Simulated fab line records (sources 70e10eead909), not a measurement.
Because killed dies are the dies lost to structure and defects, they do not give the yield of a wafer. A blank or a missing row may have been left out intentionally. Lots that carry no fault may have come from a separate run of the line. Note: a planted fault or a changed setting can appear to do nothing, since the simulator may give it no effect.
Matching of chambers / flow nandHarc / NHARC_A_STAIRCASE_ETCH_170 on rieDiel-05: 4 sister chambers
The step etches the open film in C4F6/O2, target depth 200 nm, time 66.667 s. 4 wafers are shown with their chamber, then 6 later ones without.

WAFERS WITH THEIR CHAMBER
wafer=L389.3; chamber=3; drypumpMotorCurrentA (A)=5.2
wafer=L390.1; chamber=0; drypumpMotorCurrentA (A)=5.4
wafer=L390.3; chamber=2; drypumpMotorCurrentA (A)=6.7
wafer=L390.4; chamber=1; drypumpMotorCurrentA (A)=5.3

WAFERS MISSING THEIR CHAMBER
wafer=L394.1; drypumpMotorCurrentA (A)=5.4
wafer=L394.2; drypumpMotorCurrentA (A)=5.3
wafer=L394.4; drypumpMotorCurrentA (A)=5.2
wafer=L397.4; drypumpMotorCurrentA (A)=5.3
wafer=L397.5; drypumpMotorCurrentA (A)=6.8
wafer=L397.6; drypumpMotorCurrentA (A)=5.3

CHAMBER TAKEN BY EACH
wafer=L394.1; from the rows above=0; in truth=0
wafer=L394.2; from the rows above=1; in truth=1
wafer=L394.4; from the rows above=3; in truth=3
wafer=L397.4; from the rows above=1; in truth=1
wafer=L397.5; from the rows above=2; in truth=2
wafer=L397.6; from the rows above=1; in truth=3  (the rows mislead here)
Correct placement for 5 of the 6. Left unplaced by these rows: 0. Wrongly placed: 1.
How it was worked out, from the rows above alone: a wafer's distance from a chamber is the root of the sum, over the readings, of the square of ((its reading less the chamber's mean) divided by the reading's scatter). If the next closest chamber is less than 2 further off than the closest, the wafer can't be placed; otherwise it belongs to the closest. For every chamber, the mean is computed from those of its wafers that are shown. The scatter: root of mean squared gap, hidden wafer to nearest shown wafer, with one shown wafer a chamber.
